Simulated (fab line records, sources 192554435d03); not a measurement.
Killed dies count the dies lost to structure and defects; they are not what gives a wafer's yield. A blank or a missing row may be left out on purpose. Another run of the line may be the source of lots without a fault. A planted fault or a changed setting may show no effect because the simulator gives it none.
fab line records ; flow n5_finfet
[record] lots = 7; wafers = 19; last_day = 18
route steps=1938 shown BEOL_M4@1027 PASSIVATION@1936
lots with no fault: from the same line, run without faults
start_h: the number of hours between the record's first day and the start of the first shown wafer of the lot ; wait_h: hours elapsed since this lot's preceding step ; " same as the row above ; L1.1+2: a row that stands for several wafers ; - no value, or no start was given ; * or withheld: withheld ; < > ~ a bound
route shown NAME@n: a module of which the file shows steps, and the number in the route of the first ; usual: mean/standard deviation of fault-free wafers ; same: alike in all rows ; chamber/n: place in a boat ; sites: each site's reading ; _std_site: how widely they spread, as a standard deviation ; _edge_site: mean of outer sites minus mean of inner sites ; radius_mm: for every site, how far away it sits from the centre of the wafer ; mask NAME#n: copy n ; behind: tool/chamber where the wafer was last shaped ; hold: the reason the lot was held/the length of the hold in hours/how it ended ; device: transistor that didn't switch, given as n, p or np ; end of line: the tests these same wafers got at the end of their route ; a step without rows: its recipe alone ; killed: dies that structure and defects cost at the first sort, which is not the same as the wafer's yield ; map: per-die view of a wafer (x killed, . not killed, _ where there is no die)
set.NAME: the setting as run; set.NAME@STEP: as run at that earlier step ; model.NAME: the simulator's own value behind a step, which no gauge read
certain route steps with their lots: each step a table, each wafer a row
services: a tool's chamber out of use, with start hour (start_h, from the record's first day; less than 0 if before it), hours out, and reason
[[steps]]
[step N5_BEOL_M4_COAT_73]
[recipe] resist = underlayer; temp_c = 205; time_s = 60; spin_rpm = 1500; resist_thk_nm = 5
[step N5_BEOL_M4_COAT_05]
[recipe] resist = CAR-EUV; spin_rpm = 1500; resist_thk_nm = 30
[step N5_BEOL_M4_EBR_07]
[recipe] solvent = PGMEA; ebr_width_mm = 1.5
[step N5_BEOL_M4_SOFTBAKE_06]
[recipe] temp_c = 110; time_s = 60; resist = CAR-EUV
[step N5_BEOL_M4_EXPOSE_08]
[recipe] mask_id = M4; na = 0.33; source_shape = dipole; sigma_inner = 0.369; sigma_outer = 0.767; polarization = unpolarized; dose_mj = 41.25
[step N5_BEOL_M4_PEB_09]
[recipe] peb_temp_c = 100; peb_time_s = 60; resist = CAR-EUV
[step N5_BEOL_M4_DEVELOP_10]
[recipe] develop_time_s = 30; developer = TMAH; resist = CAR-EUV; rinse_liquid = surfactant_rinse; dry = air_spin; dev_temp_c = 23
[step N5_BEOL_M4_CD_MEAS_11]
[recipe] target_cd_nm = 16.79; landing_energy_ev = 500; detector = se_inlens; polarity = opening
[usual] cd_nm = 16.80/0.25
lot.wafer;tool;chamber;start_h;wait_h;cd_nm
L890.4;cd_sem-03;0;175.25;-;17.14
L890.5;cd_sem-03;0;175.25;-;17.13
L890.6;cd_sem-03;0;175.25;-;17.02
L893.1;cd_sem-02;0;194.29;-;16.70
L893.3;cd_sem-02;0;194.29;-;16.73
L893.6;cd_sem-02;0;194.29;-;16.44
L894.4;cd_sem-03;0;199.77;-;16.80
L894.6;cd_sem-03;0;199.77;-;17.08
L896.1;cd_sem-01;0;208.32;-;16.78
L896.3;cd_sem-01;0;208.32;-;17.31
L896.4;cd_sem-01;0;208.32;-;16.90
L895.3;cd_sem-02;0;212.65;-;16.68
L895.4;cd_sem-02;0;212.65;-;16.85
L906.2;cd_sem-03;0;290.83;-;16.88
L906.4;cd_sem-03;0;290.83;-;17.14
L906.6;cd_sem-03;0;290.83;-;16.80
L909.1;cd_sem-03;0;293.26;-;16.88
L909.3;cd_sem-03;0;293.26;-;16.44
L909.5;cd_sem-03;0;293.26;-;17.02
[step N5_BEOL_M4_OVL_MEAS_12]
[recipe] points_per_wafer = 522
[usual] M4_OVL = -0.4/0.71
lot.wafer;tool;chamber;start_h;wait_h;M4_OVL[nm]
L890.4;overlay-02;0;175.29;0.0;0.3
L890.5;overlay-02;0;175.29;0.0;-0.5
L890.6;overlay-02;0;175.29;0.0;0.0
L893.1;overlay-01;0;194.32;0.0;-0.4
L893.3;overlay-01;0;194.32;0.0;-2.2
L893.6;overlay-01;0;194.32;0.0;0.6
L894.4;overlay-01;0;199.82;0.0;0.3
L894.6;overlay-01;0;199.82;0.0;0.6
L896.1;overlay-01;0;208.35;0.0;-1.8
L896.3;overlay-01;0;208.35;0.0;-1.8
L896.4;overlay-01;0;208.35;0.0;-0.9
L895.3;overlay-02;0;212.69;0.0;-1.0
L895.4;overlay-02;0;212.69;0.0;-0.1
L906.2;overlay-02;0;290.87;0.0;-1.1
L906.4;overlay-02;0;290.87;0.0;-0.9
L906.6;overlay-02;0;290.87;0.0;-1.5
L909.1;overlay-02;0;293.29;0.0;-0.2
L909.3;overlay-02;0;293.29;0.0;1.2
L909.5;overlay-02;0;293.29;0.0;0.0
[step N5_BEOL_M4_INSPECT_13]
[recipe] mode = adi; inspect_instrument = brightfield
[usual] raw_defect_count = 422/81
lot.wafer;tool;chamber;start_h;wait_h;raw_defect_count
L890.4;defect_inspect-02;-;175.34;0.0;387
L890.5;defect_inspect-02;-;175.34;0.0;381
L890.6;defect_inspect-02;-;175.34;0.0;409
L893.1;defect_inspect-02;-;194.38;0.1;447
L893.3;defect_inspect-02;-;194.38;0.1;397
L893.6;defect_inspect-02;-;194.38;0.1;400
L894.4;defect_inspect-01;-;199.86;0.0;314
L894.6;defect_inspect-01;-;199.86;0.0;327
L896.1;defect_inspect-02;-;208.42;0.1;317
L896.3;defect_inspect-02;-;208.42;0.1;432
L896.4;defect_inspect-02;-;208.42;0.1;492
L895.3;defect_inspect-01;-;212.73;0.0;388
L895.4;defect_inspect-01;-;212.73;0.0;378
L906.2;defect_inspect-01;-;290.92;0.0;413
L906.4;defect_inspect-01;-;290.92;0.0;374
L906.6;defect_inspect-01;-;290.92;0.0;364
L909.1;defect_inspect-01;-;293.35;0.1;354
L909.3;defect_inspect-01;-;293.35;0.1;390
L909.5;defect_inspect-01;-;293.35;0.1;302
[step N5_BEOL_M4_DESCUM_16]
[recipe] chemistry = O2; time_s = 7; source_power_w = 50; bias_power_w = 20; pressure_mtorr = 20; rf_frequency_hz = 2.712e+07; temp_c = 40; resist = CAR-EUV; o2_flow_sccm = 225
[usual] drypump_motor_current_A = 5.6/0.68; oes_product_au = 0.82/0.079; rf_vpp_V = 242.5/1.3; showerhead_plenum_p_Torr = 2.05/0.07; throttle_valve_pct = 20.46/0.19
[same] time_s = 7
lot.wafer;tool;chamber;start_h;wait_h;drypump_motor_current_A;oes_product_au;rf_hours_counter_h;rf_vpp_V;showerhead_plenum_p_Torr;throttle_valve_pct
L890.4;rie_diel-04;1;175.37;0.0;6.1;0.87;50;242.4;2.06;20.34
L890.5;rie_diel-04;2;175.37;0.0;5.8;0.68;-;243.0;2.05;20.52
L890.6;rie_diel-04;1;175.37;0.0;6.1;0.86;-;243.1;2.06;20.35
L893.1;rie_diel-06;2;194.41;0.0;5.4;0.71;229;240.2;1.97;20.59
L893.3;rie_diel-06;3;194.41;0.0;6.7;0.95;17;243.0;2.07;20.54
L893.6;rie_diel-06;1;194.41;0.0;4.9;0.82;-;244.0;2.00;20.35
L894.4;rie_diel-06;2;199.89;0.0;5.4;0.71;231;240.9;1.97;20.58
L894.6;rie_diel-06;0;199.89;0.0;5.2;0.84;-;242.7;2.02;20.38
L896.1;rie_diel-06;0;208.45;0.0;5.2;0.83;72;240.5;2.02;20.35
L896.3;rie_diel-06;3;208.45;0.0;6.7;0.93;22;243.4;2.07;20.53
L896.4;rie_diel-06;2;208.45;0.0;5.4;0.71;234;241.2;1.97;20.61
L895.3;rie_diel-06;0;212.77;0.0;5.2;0.84;74;242.8;2.02;20.37
L895.4;rie_diel-06;1;212.77;0.0;4.9;0.83;106;242.6;2.00;20.36
L906.2;rie_diel-06;0;291.16;0.2;5.2;0.80;102;240.4;2.01;20.44
L906.4;rie_diel-06;1;291.16;0.2;4.9;0.78;-;242.3;1.99;20.41
L906.6;rie_diel-06;0;291.16;0.2;5.2;0.80;-;241.5;2.01;20.43
L909.1;rie_diel-03;3;293.38;0.0;6.6;0.85;65;244.7;2.20;20.13
L909.3;rie_diel-03;1;293.38;0.0;6.6;0.95;8;245.4;2.22;20.29
L909.5;rie_diel-03;0;293.38;0.0;5.0;0.82;-;243.6;2.13;20.73
[step N5_BEOL_M4_ETCH_74]
[recipe] chemistry = N2/H2; target = underlayer; target_depth_a = 65; mask_material = CAR-EUV; time_s = 5.2; ion_energy_ev = 200; pressure_mtorr = 30; source_w = 840; bias_w = 150; n2_flow_sccm = 200; h2_flow_sccm = 200; ends = cleared
[usual] drypump_motor_current_A = 5.6/0.68; etch_rf_on_time_s = 5.21/0.12; oes_product_au = 0.70/0.065; rf_vpp_V = 522.4/2.7; showerhead_plenum_p_Torr = 2.50/0.076; throttle_valve_pct = 17.90/0.21
lot.wafer;tool;chamber;start_h;wait_h;drypump_motor_current_A;etch_rf_on_time_s;oes_product_au;rf_hours_counter_h;rf_vpp_V;showerhead_plenum_p_Torr;throttle_valve_pct
L890.4;rie_diel-04;1;175.40;0.0;6.1;5.02;0.74;50;521.5;2.48;17.60
L890.5;rie_diel-04;2;175.40;0.0;5.8;5.19;0.59;-;522.8;2.51;18.13
L890.6;rie_diel-04;1;175.40;0.0;6.1;4.98;0.74;-;522.0;2.48;17.59
L893.1;rie_diel-06;2;194.45;0.0;5.4;5.44;0.59;229;520.3;2.42;18.23
L893.3;rie_diel-06;3;194.45;0.0;6.7;5.45;0.79;17;521.9;2.49;17.76
L893.6;rie_diel-06;1;194.45;0.0;4.9;5.24;0.69;-;520.7;2.47;17.91
L894.4;rie_diel-06;2;199.93;0.0;5.4;5.36;0.59;231;520.6;2.42;18.22
L894.6;rie_diel-06;0;199.93;0.0;5.1;5.26;0.72;-;522.0;2.48;17.92
L896.1;rie_diel-06;0;208.49;0.0;5.2;5.24;0.71;72;520.6;2.47;17.93
L896.3;rie_diel-06;3;208.49;0.0;6.7;5.33;0.79;22;519.6;2.48;17.77
L896.4;rie_diel-06;2;208.49;0.0;5.4;5.37;0.59;234;521.6;2.42;18.22
L895.3;rie_diel-06;0;212.80;0.0;5.1;5.25;0.70;74;520.9;2.47;17.91
L895.4;rie_diel-06;1;212.80;0.0;4.8;5.12;0.69;106;522.0;2.47;17.91
L906.2;rie_diel-06;0;291.19;0.0;5.2;5.17;0.69;102;520.6;2.46;17.97
L906.4;rie_diel-06;1;291.19;0.0;4.9;5.16;0.66;-;522.4;2.45;17.96
L906.6;rie_diel-06;0;291.19;0.0;5.2;5.26;0.68;-;521.3;2.46;17.99
L909.1;rie_diel-03;3;293.42;0.0;6.5;5.12;0.72;65;527.9;2.67;17.53
L909.3;rie_diel-03;1;293.42;0.0;6.6;5.31;0.81;8;526.9;2.73;17.97
L909.5;rie_diel-03;0;293.42;0.0;5.0;5.29;0.70;-;524.2;2.57;17.99
[step N5_BEOL_M4_ETCH_63]
[recipe] chemistry = CF4; target = SiARC; target_depth_a = 156; mask_material = CAR-EUV; time_s = 26; ion_energy_ev = 80; pressure_mtorr = 40; source_w = 545; bias_w = 36; Ar_flow_sccm = 100; cf4_flow_sccm = 100; ends = cleared
[usual] cf4_flow_sccm = 100.02/0.27; drypump_motor_current_A = 5.6/0.68; etch_rf_on_time_s = 26.0/0.58; oes_product_au = 0.70/0.065; rf_vpp_V = 183.5/1.1; showerhead_plenum_p_Torr = 2.11/0.064; throttle_valve_pct = 15.63/0.2
lot.wafer;tool;chamber;start_h;wait_h;cf4_flow_sccm;drypump_motor_current_A;etch_rf_on_time_s;oes_product_au;rf_hours_counter_h;rf_vpp_V;showerhead_plenum_p_Torr;throttle_valve_pct
L890.4;rie_diel-04;1;175.42;0.0;100.19;6.1;24.9;0.75;50;182.8;2.09;15.38
L890.5;rie_diel-04;2;175.42;0.0;99.93;5.9;26.0;0.59;-;183.6;2.12;15.91
L890.6;rie_diel-04;1;175.42;0.0;100.23;6.1;24.7;0.75;-;183.8;2.09;15.36
L893.1;rie_diel-06;2;194.46;0.0;99.83;5.4;26.3;0.61;229;182.7;2.04;15.87
L893.3;rie_diel-06;3;194.46;0.0;99.98;6.7;26.2;0.80;17;183.5;2.10;15.52
L893.6;rie_diel-06;1;194.46;0.0;100.16;4.8;25.5;0.71;-;182.7;2.07;15.63
L894.4;rie_diel-06;2;199.94;0.0;100.40;5.4;26.5;0.60;231;182.7;2.04;15.88
L894.6;rie_diel-06;0;199.94;0.0;99.75;5.2;19.7;0.84;-;184.3;2.10;15.62
L896.1;rie_diel-06;0;208.50;0.0;100.09;5.2;26.5;0.71;72;183.4;2.10;15.64
L896.3;rie_diel-06;3;208.50;0.0;100.04;6.7;20.3;0.91;22;183.1;2.10;15.53
L896.4;rie_diel-06;2;208.50;0.0;99.79;5.4;26.6;0.60;234;180.4;2.03;15.89
L895.3;rie_diel-06;0;212.82;0.0;100.04;5.2;20.0;0.83;74;181.8;2.10;15.64
L895.4;rie_diel-06;1;212.82;0.0;99.83;4.8;26.0;0.69;106;184.5;2.07;15.63
L906.2;rie_diel-06;0;291.21;0.0;100.47;5.2;26.6;0.67;102;182.6;2.09;15.69
L906.4;rie_diel-06;1;291.21;0.0;100.56;4.8;26.3;0.66;-;183.0;2.06;15.67
L906.6;rie_diel-06;0;291.21;0.0;100.24;5.2;26.7;0.68;-;183.3;2.09;15.69
L909.1;rie_diel-03;3;293.43;0.0;100.37;6.5;25.7;0.71;65;185.8;2.26;15.37
L909.3;rie_diel-03;1;293.43;0.0;99.97;6.6;26.5;0.81;8;185.9;2.28;15.47
L909.5;rie_diel-03;0;293.43;0.0;99.68;5.0;26.3;0.70;-;185.2;2.17;15.77
[step N5_BEOL_M4_ETCH_64]
[recipe] chemistry = N2/H2; target = SOC; target_depth_a = 750; overetch_a = 225; mask_material = SiARC; temp_c = 40; time_s = 121.9; ion_energy_ev = 200; pressure_mtorr = 30; source_w = 840; bias_w = 150; n2_flow_sccm = 200; h2_flow_sccm = 200
[usual] drypump_motor_current_A = 5.6/0.68; oes_product_au = 0.62/0.056; rf_vpp_V = 522.5/2.4; showerhead_plenum_p_Torr = 2.50/0.076; throttle_valve_pct = 17.86/0.22
[same] time_s = 121.9
lot.wafer;tool;chamber;start_h;wait_h;drypump_motor_current_A;oes_product_au;rf_hours_counter_h;rf_vpp_V;showerhead_plenum_p_Torr;throttle_valve_pct
L890.4;rie_diel-04;1;175.45;0.0;6.1;0.64;50;520.8;2.48;17.54
L890.5;rie_diel-04;2;175.45;0.0;5.8;0.53;-;523.3;2.51;18.09
L890.6;rie_diel-04;1;175.45;0.0;6.1;0.63;-;519.9;2.48;17.57
L893.1;rie_diel-06;2;194.49;0.0;5.4;0.54;229;519.8;2.42;18.20
L893.3;rie_diel-06;3;194.49;0.0;6.7;0.71;17;523.3;2.49;17.72
L893.6;rie_diel-06;1;194.49;0.0;4.8;0.62;-;520.0;2.47;17.85
L894.4;rie_diel-06;2;199.97;0.0;5.4;0.54;231;520.8;2.42;18.18
L894.6;rie_diel-06;0;199.97;0.0;5.2;0.63;-;520.9;2.48;17.88
L896.1;rie_diel-06;0;208.53;0.0;5.2;0.63;72;522.0;2.48;17.90
L896.3;rie_diel-06;3;208.53;0.0;6.7;0.71;22;521.7;2.48;17.74
L896.4;rie_diel-06;2;208.53;0.0;5.4;0.54;234;518.2;2.41;18.21
L895.3;rie_diel-06;0;212.85;0.0;5.1;0.63;74;523.4;2.47;17.88
L895.4;rie_diel-06;1;212.85;0.0;4.9;0.62;106;521.5;2.47;17.87
L906.2;rie_diel-06;0;291.24;0.0;5.2;0.61;102;521.9;2.46;17.93
L906.4;rie_diel-06;1;291.24;0.0;4.9;0.59;-;521.9;2.45;17.93
L906.6;rie_diel-06;0;291.24;0.0;5.1;0.61;-;521.4;2.46;17.95
L909.1;rie_diel-03;3;293.46;0.0;6.5;0.63;65;527.0;2.67;17.49
L909.3;rie_diel-03;1;293.46;0.0;6.6;0.72;8;529.5;2.73;17.90
L909.5;rie_diel-03;0;293.46;0.0;5.0;0.63;-;523.9;2.57;17.93
[step N5_BEOL_M4_RC_MEAS_101]
[usual] DIBL_N = 36.0/1.6; DIBL_P = 36.1/2; IOFF_N = 0.160/0.029; IOFF_P = 0.21/0.039; ION_N = 675/13; ION_P = 464/8.8; SS_N = 71.5/0.58; SS_P = 73.3/0.65; VT_N = 250/3.3; VT_P = -249/3.6
lot.wafer;tool;chamber;start_h;wait_h;DIBL_N[mV/V];DIBL_P[mV/V];IOFF_N[nA/um];IOFF_P[nA/um];ION_N[uA/um];ION_P[uA/um];SS_N[mV/dec];SS_P[mV/dec];VT_N[mV];VT_P[mV]
L890.4;prober-02;0;187.27;0.5;35.3;35.7;0.135;0.17;667;455;72.0;72.2;252;-256
L890.5;prober-02;0;187.27;0.5;33.8;33.5;0.111;0.14;656;454;71.8;72.8;256;-258
L890.6;prober-02;0;187.27;0.5;35.2;34.8;0.135;0.17;675;460;71.8;73.1;253;-254
L893.1;prober-01;0;204.34;0.0;35.6;35.6;0.160;0.19;655;449;71.4;73.5;252;-252
L893.3;prober-01;0;204.34;0.0;35.5;37.7;0.152;0.21;669;455;71.2;74.0;254;-251
L893.6;prober-01;0;204.34;0.0;37.6;38.3;0.188;0.23;671;457;71.9;74.1;249;-249
L894.4;prober-02;0;209.53;0.5;35.7;34.8;0.139;0.21;668;468;70.9;73.4;249;-247
L894.6;prober-02;0;209.53;0.5;37.4;36.2;0.165;0.24;668;463;71.9;73.6;249;-244
L896.1;prober-02;0;220.01;0.0;36.2;34.9;0.161;0.21;669;460;71.2;73.3;250;-247
L896.3;prober-02;0;220.01;0.0;38.6;37.5;0.207;0.25;681;456;72.4;73.8;246;-248
L896.4;prober-02;0;220.01;0.0;39.3;39.8;0.235;0.27;705;476;72.2;74.7;241;-248
L895.3;prober-01;0;220.27;0.3;34.3;35.2;0.130;0.18;658;452;71.1;72.9;256;-250
L895.4;prober-01;0;220.27;0.3;34.9;36.0;0.141;0.19;660;454;71.3;72.4;252;-254
L906.2;prober-01;0;298.10;0.2;34.5;32.2;0.118;0.15;661;451;71.3;71.8;253;-256
L906.4;prober-01;0;298.10;0.2;36.1;35.1;0.159;0.19;672;458;72.0;72.5;247;-253
L906.6;prober-01;0;298.10;0.2;33.9;32.0;0.126;0.15;681;461;70.8;71.9;250;-253
L909.1;prober-02;0;303.28;0.0;34.6;34.1;0.130;0.18;657;452;71.7;72.8;254;-251
L909.3;prober-02;0;303.28;0.0;36.9;38.1;0.192;0.26;674;464;71.4;73.9;248;-246
L909.5;prober-02;0;303.28;0.0;33.7;33.0;0.120;0.17;660;454;71.5;72.7;255;-252
[step N5_PASSIVATION_PROBE_49]
[usual] defect_limited_yield = 91.0/1.3; killed_at_M0_to_M3 = 36/9.5; killed_at_M4_up = 14/5.6; killed_at_contacts = 12/6.4; killed_at_front_end = 40/10; killed_at_other = 3.2/3; killed_dies = 107/15; killed_open = 69/12; killed_short = 35/7.7; sort_bin_5_function = 5.3/0.91; sort_bin_6_memory = 3.3/0.65; sort_bin_8_speed = 0.00/0.012; sort_n_pass = 1073/15; sort_yield_pct = 91.0/1.3
[same] gross_dies = 1180; killed_at_back_side = 0; sort_bin_4_leakage[%] = 0
lot.wafer;tool;chamber;start_h;wait_h;defect_limited_yield[%];killed_at_M0_to_M3;killed_at_M4_up;killed_at_contacts;killed_at_front_end;killed_at_other;killed_dies;killed_open;killed_short;sort_bin_5_function[%];sort_bin_6_memory[%];sort_bin_8_speed[%];sort_n_pass;sort_yield_pct[%]
L890.4;prober-01;-;293.64;0.2;91.6;47;13;4;34;1;99;52;40;5.0;2.2;0;1081;91.6
L890.5;prober-01;-;293.69;0.2;92.5;34;9;5;33;8;89;53;31;4.3;2.7;0;1091;92.5
L890.6;prober-01;-;293.74;0.3;90.8;49;11;14;32;2;108;68;38;5.4;3.2;0;1072;90.8
L893.1;prober-01;-;303.32;0.0;89.6;28;26;22;43;4;123;90;31;5.7;4.2;0.08;1057;89.6
L893.3;prober-01;-;303.42;0.1;90.7;25;12;17;54;2;110;81;28;4.7;4.5;0;1070;90.7
L893.6;prober-01;-;303.57;0.3;89.6;35;20;28;34;6;123;77;45;6.2;3.6;0;1057;89.6
L894.4;prober-01;-;309.44;0.2;92.0;16;14;8;54;2;94;58;27;3.9;3.0;0;1086;92.0
L894.6;prober-01;-;309.54;0.3;90.8;35;12;11;47;4;109;60;49;5.3;3.5;0;1071;90.8
L896.1;prober-02;-;332.97;0.5;90.3;38;13;19;41;3;114;81;33;5.4;4.0;0;1066;90.3
L896.3;prober-02;-;333.07;0.6;92.0;34;23;11;24;2;94;57;33;4.3;3.3;0;1086;92.0
L896.4;prober-02;-;333.12;0.7;90.7;51;12;13;34;0;110;66;41;5.3;3.6;0;1070;90.7
L895.3;prober-02;-;335.85;0.1;88.9;41;27;3;59;1;131;92;37;6.0;4.4;0;1049;88.9
L895.4;prober-02;-;335.90;0.2;90.4;38;21;9;45;0;113;68;43;4.8;4.5;0;1067;90.4
L906.2;prober-02;-;404.66;0.1;90.1;54;16;6;41;0;117;70;43;5.8;3.6;0;1063;90.1
L906.4;prober-02;-;404.76;0.2;90.6;31;8;7;65;0;111;68;39;6.1;3.0;0;1069;90.6
L906.6;prober-02;-;404.86;0.3;88.4;55;25;6;43;8;137;79;51;7.6;3.3;0;1043;88.4
L909.1;prober-01;-;421.58;0.0;89.5;37;21;5;60;1;124;75;41;6.1;3.6;0;1056;89.5
L909.3;prober-01;-;421.68;0.1;90.2;35;9;14;58;0;116;69;47;5.3;4.0;0;1064;90.2
L909.5;prober-01;-;421.78;0.2;90.3;46;17;2;49;0;114;72;33;5.8;3.1;0;1066;90.3
// killed by level:class
L890.4 BEOL_M0_SAQP:geometric_particle:short=11 BEOL_M3:geometric_particle:open=9 BEOL_M2:geometric_particle:open=7 FIN_SAQP:geometric_particle:short=6 BEOL_M2:geometric_particle:short=6 HKMG_FIN:area_etch=6 BEOL_M0_SAQP:geometric_particle:open=5 BEOL_M1:geometric_particle:open=5
L890.5 BEOL_M3:geometric_particle:open=14 FIN_SAQP:geometric_particle:short=6 STI_FIN_REVEAL:geometric_particle:open=6 BEOL_M2:geometric_particle:open=6 FIN_SAQP:geometric_particle:open=4 MOL_CONTACT_COAG:geometric_particle:open=4 BEOL_M0_SAQP:geometric_particle:open=4 GATE_CUT:geometric_particle:short=3
L890.6 BEOL_M3:geometric_particle:open=11 MOL_CONTACT_COAG:geometric_particle:open=10 BEOL_M2:geometric_particle:open=10 FIN_SAQP:geometric_particle:open=9 FIN_SAQP:geometric_particle:short=9 BEOL_M0_SAQP:geometric_particle:open=8 BEOL_M0_SAQP:geometric_particle:short=7 BEOL_M4:geometric_particle:open=6
L893.1 MOL_CONTACT_COAG:geometric_particle:open=19 FIN_SAQP:geometric_particle:open=17 BEOL_M4:geometric_particle:open=12 STI_FIN_REVEAL:geometric_particle:open=11 BEOL_M2:geometric_particle:open=9 BEOL_M3:geometric_particle:short=6 BEOL_M7:geometric_particle:open=5 FIN_SAQP:geometric_particle:short=4
L893.3 FIN_SAQP:geometric_particle:open=17 MOL_CONTACT_COAG:geometric_particle:open=12 BEOL_M2:geometric_particle:open=11 FIN_SAQP:geometric_particle:short=9 DUMMY_GATE:geometric_particle:open=8 BEOL_M0_SAQP:geometric_particle:open=8 STI_FIN_REVEAL:geometric_particle:open=6 BEOL_M4:geometric_particle:open=6
L893.6 MOL_CONTACT_COAG:geometric_particle:open=20 BEOL_M1:geometric_particle:open=9 BEOL_M0_SAQP:geometric_particle:short=8 MOL_CONTACT_COAG:geometric_particle:short=8 BEOL_M4:geometric_particle:open=8 STI_FIN_REVEAL:geometric_particle:open=7 ILD0:geometric_particle:open=6 BEOL_M2:geometric_particle:open=5
L894.4 FIN_SAQP:geometric_particle:open=11 HKMG_FIN:area_etch=9 FIN_SAQP:geometric_particle:short=7 BEOL_M4:geometric_particle:open=7 STI_FIN_REVEAL:geometric_particle:open=6 MOL_CONTACT_COAG:geometric_particle:open=6 DUMMY_GATE:geometric_particle:open=5 BEOL_M3:geometric_particle:open=5
L894.6 FIN_SAQP:geometric_particle:short=11 MOL_CONTACT_COAG:geometric_particle:open=9 FIN_SAQP:geometric_particle:open=8 BEOL_M0_SAQP:geometric_particle:short=8 BEOL_M3:geometric_particle:open=8 BEOL_M3:geometric_particle:short=8 BEOL_M0_SAQP:geometric_particle:open=7 BEOL_M4:geometric_particle:open=7
L896.1 FIN_SAQP:geometric_particle:open=13 MOL_CONTACT_COAG:geometric_particle:open=13 BEOL_M3:geometric_particle:open=11 FIN_SAQP:geometric_particle:short=8 MOL_CONTACT_COAG:geometric_particle:short=6 BEOL_M1:geometric_particle:open=6 BEOL_M0_SAQP:geometric_particle:open=5 BEOL_M2:geometric_particle:open=5
L896.3 MOL_CONTACT_COAG:geometric_particle:open=8 BEOL_M3:geometric_particle:open=8 BEOL_M5:geometric_particle:open=7 BEOL_M0_SAQP:geometric_particle:short=6 BEOL_M0_SAQP:geometric_particle:open=6 BEOL_M1:geometric_particle:open=6 STI_FIN_REVEAL:geometric_particle:open=5 STARTING-WAFER:geometric_particle:open=4
L896.4 MOL_CONTACT_COAG:geometric_particle:open=10 BEOL_M3:geometric_particle:open=10 BEOL_M1:geometric_particle:open=9 BEOL_M0_SAQP:geometric_particle:short=8 FIN_SAQP:geometric_particle:open=7 STI_FIN_REVEAL:geometric_particle:open=6 BEOL_M0_SAQP:geometric_particle:open=6 BEOL_M3:geometric_particle:short=6
L895.3 BEOL_M4:geometric_particle:open=16 BEOL_M1:geometric_particle:open=15 STI_FIN_REVEAL:geometric_particle:open=14 FIN_SAQP:geometric_particle:short=12 BEOL_M3:geometric_particle:open=10 FIN_SAQP:geometric_particle:open=8 STARTING-WAFER:geometric_particle:open=7 BEOL_M0_SAQP:geometric_particle:open=6
L895.4 BEOL_M0_SAQP:geometric_particle:short=10 BEOL_M1:geometric_particle:open=9 BEOL_M0_SAQP:geometric_particle:open=8 FIN_SAQP:geometric_particle:open=6 FIN_SAQP:geometric_particle:short=6 GATE_CUT:geometric_particle:short=6 GATE_CUT:geometric_particle:open=6 MOL_CONTACT_COAG:geometric_particle:open=6
L906.2 BEOL_M0_SAQP:geometric_particle:short=15 BEOL_M0_SAQP:geometric_particle:open=15 FIN_SAQP:geometric_particle:short=14 FIN_SAQP:geometric_particle:open=9 BEOL_M1:geometric_particle:open=6 BEOL_M2:geometric_particle:open=5 BEOL_M3:geometric_particle:open=5 BEOL_M4:geometric_particle:open=5
L906.4 FIN_SAQP:geometric_particle:short=21 FIN_SAQP:geometric_particle:open=17 BEOL_M0_SAQP:geometric_particle:short=8 STI_FIN_REVEAL:geometric_particle:open=7 MOL_CONTACT_COAG:geometric_particle:open=7 BEOL_M0_SAQP:geometric_particle:open=7 STI_FIN_REVEAL:geometric_particle:short=4 DUMMY_GATE:geometric_particle:open=4
L906.6 BEOL_M0_SAQP:geometric_particle:short=15 BEOL_M0_SAQP:geometric_particle:open=14 BEOL_M4:geometric_particle:open=13 BEOL_M2:geometric_particle:open=10 FIN_SAQP:geometric_particle:open=8 GATE_CUT:geometric_particle:short=7 BEOL_M1:geometric_particle:open=7 FIN_SAQP:geometric_particle:short=6
L909.1 FIN_SAQP:geometric_particle:open=14 FIN_SAQP:geometric_particle:short=12 BEOL_M0_SAQP:geometric_particle:short=12 BEOL_M0_SAQP:geometric_particle:open=10 STI_FIN_REVEAL:geometric_particle:open=9 DUMMY_GATE:geometric_particle:open=8 BEOL_M1:geometric_particle:open=6 BEOL_M4:geometric_particle:open=6
L909.3 FIN_SAQP:geometric_particle:short=11 FIN_SAQP:geometric_particle:open=10 STI_FIN_REVEAL:geometric_particle:open=10 MOL_CONTACT_COAG:geometric_particle:open=10 BEOL_M0_SAQP:geometric_particle:short=10 BEOL_M2:geometric_particle:open=9 ILD0:geometric_particle:open=5 BEOL_M4:geometric_particle:open=5
L909.5 BEOL_M0_SAQP:geometric_particle:short=13 BEOL_M0_SAQP:geometric_particle:open=12 DUMMY_GATE:geometric_particle:open=9 FIN_SAQP:geometric_particle:open=8 STI_FIN_REVEAL:geometric_particle:open=8 BEOL_M4:geometric_particle:open=7 BEOL_M0:geometric_particle:open=7 HKMG_FIN:area_etch=7
[[services]]
tool;chamber;start_h;hours;kind
rie_diel-04;2;239.29;-;clean
rie_diel-04;2;239.29;-;consumable_replace:focus_ring
rie_diel-04;2;239.29;25.0;scheduled_down
rie_diel-04;2;239.29;25.0;vent_cycle
rie_diel-03;1;241.09;-;clean
rie_diel-03;1;241.09;-;consumable_replace:focus_ring
rie_diel-03;1;241.09;-;consumable_replace:showerhead
rie_diel-03;1;241.09;30.5;scheduled_down
rie_diel-03;1;241.09;30.5;vent_cycle
rie_diel-06;2;243.08;8.3;repair
rie_diel-06;2;268.31;-;clean
rie_diel-06;2;268.31;-;consumable_replace:focus_ring
rie_diel-06;2;268.31;-;consumable_replace:showerhead
rie_diel-04;3;281.53;2.6;repair
[[key]]
[first_sign] step = N5_BEOL_M4_ETCH_63; reading = etch_rf_on_time_s; direction = down; sigmas = 10; usual = *; struck = *
[effect] step = N5_BEOL_M4_ETCH_63; reading = oes_product_au; direction = up; sigmas = 2.5; usual = 0.70; struck = 0.86; wafers_moved = 1
met_at N5_BEOL_M4_ETCH_63
struck_wafers L894.6,L895.3,L896.3
onset_between 194.46 199.94
[fault] kind = process_parameter_drift; tool = rie_diel-06; chamber = -; onset_h = 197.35; steps = N5_BEOL_M4_ETCH_63; channel = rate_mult; offset = 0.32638; shape = step; end_h = 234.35; scope = struck_wafers_only
